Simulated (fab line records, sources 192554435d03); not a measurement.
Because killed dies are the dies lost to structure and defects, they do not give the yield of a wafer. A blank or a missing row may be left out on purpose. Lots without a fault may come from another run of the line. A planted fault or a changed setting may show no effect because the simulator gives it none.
One fault through the eyes of 2 desks || flow n5 finfet || every desk sees just its own numbers, and what lay behind them comes last

## METROLOGY DESK
What the gauges read, lot by lot, whatever tool the lot ran on: means of the sampled wafers that have a number. A lot is out of limits, marked OUT, if its mean lies more than 4 standard deviations from the usual mean; the brackets give that distance. It has 12 readings, of which 7 appear: the earliest out of limits, and the ones furthest out on some lot.
Columns: A = cd nm at N5_BEOL_M4_CD_MEAS_11, usual 16.74 nm; B = DIBL_N at N5_BEOL_M4_RC_MEAS_101, usual 36.0 mV/V; C = DIBL_P at N5_BEOL_M4_RC_MEAS_101, usual 36.0 mV/V; D = IOFF_N at N5_BEOL_M4_RC_MEAS_101, usual 0.155 nA/um; E = IOFF_P at N5_BEOL_M4_RC_MEAS_101, usual 0.20 nA/um; F = ION_N at N5_BEOL_M4_RC_MEAS_101, usual 672 uA/um; G = SS_P at N5_BEOL_M4_RC_MEAS_101, usual 73.2 mV/dec
{"lot": "L852", "first seen here": "day 7 10:31", "A": 16.81, "B": 34.9, "C": 34.5, "D": 0.130, "E": 0.16, "F": 665, "G": 72.5}
{"lot": "L855", "first seen here": "day 8 08:59", "A": 16.32, "B": 39.1, "C": 39.8, "D": 0.208, "E": 0.27, "F": 694, "G": 73.7}
{"lot": "L856", "first seen here": "day 9 03:35", "A": 16.41, "B": 35.5, "C": 34.7, "D": 0.134, "E": 0.20, "F": 663, "G": 73.0}
{"lot": "L857", "first seen here": "day 9 14:26", "A": 16.93, "B": 40.5, "C": 40.1, "D": 0.216, "E": 0.27, "F": 680, "G": 74.4}
{"lot": "L858", "first seen here": "day 9 19:33", "A": 17.00, "B": 36.8, "C": 35.1, "D": 0.156, "E": 0.18, "F": 678, "G": 73.1}
{"lot": "L861", "first seen here": "day 10 03:13", "A": 16.83, "B": 35.4, "C": 36.6, "D": 0.148, "E": 0.21, "F": 675, "G": 73.8}
{"lot": "L870", "first seen here": "day 12 03:05", "A": "15.71 (-4.1) OUT", "B": 37.3, "C": 38.8, "D": 0.187, "E": 0.25, "F": 680, "G": 74.2}
{"lot": "L869", "first seen here": "day 12 08:22", "A": 16.17, "B": 36.2, "C": 37.7, "D": 0.159, "E": 0.19, "F": 671, "G": 73.6}
{"lot": "L875", "first seen here": "day 13 04:44", "A": 16.75, "B": 37.1, "C": 35.7, "D": 0.166, "E": 0.22, "F": 669, "G": 73.5}
This desk's finding: out of limits on L870; first on L870, day 12 04:54 (cd nm at N5_BEOL_M4_CD_MEAS_11). Within limits: L852, L855, L856, L857, L858, L861, L869, L875.

## DESK OF THE TOOL OWNER: euv scanner-02
The tool's own readings at N5_BEOL_M4_EXPOSE_08 (exposes mask M4): means of the sampled wafers that have a number, for each lot that ran on this tool. A lot is out of limits, marked OUT, if its mean lies more than 4 standard deviations from the usual mean; the brackets give that distance.
Columns: A = exposure dose mJ cm2 at N5_BEOL_M4_EXPOSE_08, usual 41.24
{"lot": "L855", "first seen here": "day 8 13:13", "A": 41.28}
{"lot": "L858", "first seen here": "day 9 21:05", "A": 41.29}
{"lot": "L861", "first seen here": "day 10 04:11", "A": 41.25}
{"lot": "L870", "first seen here": "day 12 04:46", "A": "39.27 (-39) OUT"}
{"lot": "L869", "first seen here": "day 12 10:12", "A": "39.96 (-25) OUT"}
This desk's finding: out of limits on L869, L870; first on L870, day 12 04:46 (exposure dose mJ cm2 at N5_BEOL_M4_EXPOSE_08). Within limits: L855, L858, L861.

## BROUGHT TOGETHER
An alarm could have come from the tool owner's desk at day 12 04:46, on L869, L870.
The metrology desk could have raised an alarm at day 12 04:54, on L870.
The metrology desk has L869 on record, within its limits.
The lots listed all ran N5_BEOL_M4_EXPOSE_08 on euv scanner-02.

## WHAT HAD BEEN PUT IN BY THE SIMULATOR
Process parameter drift: euv scanner-02, from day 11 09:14 on, at N5_BEOL_M4_EXPOSE_08. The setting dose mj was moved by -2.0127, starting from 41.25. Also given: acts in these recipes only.
Lots struck among those shown: L869, L870.
Hours from the fault's start to each desk's first reading out of limits: the tool owner's desk, 20; the metrology desk, 20.
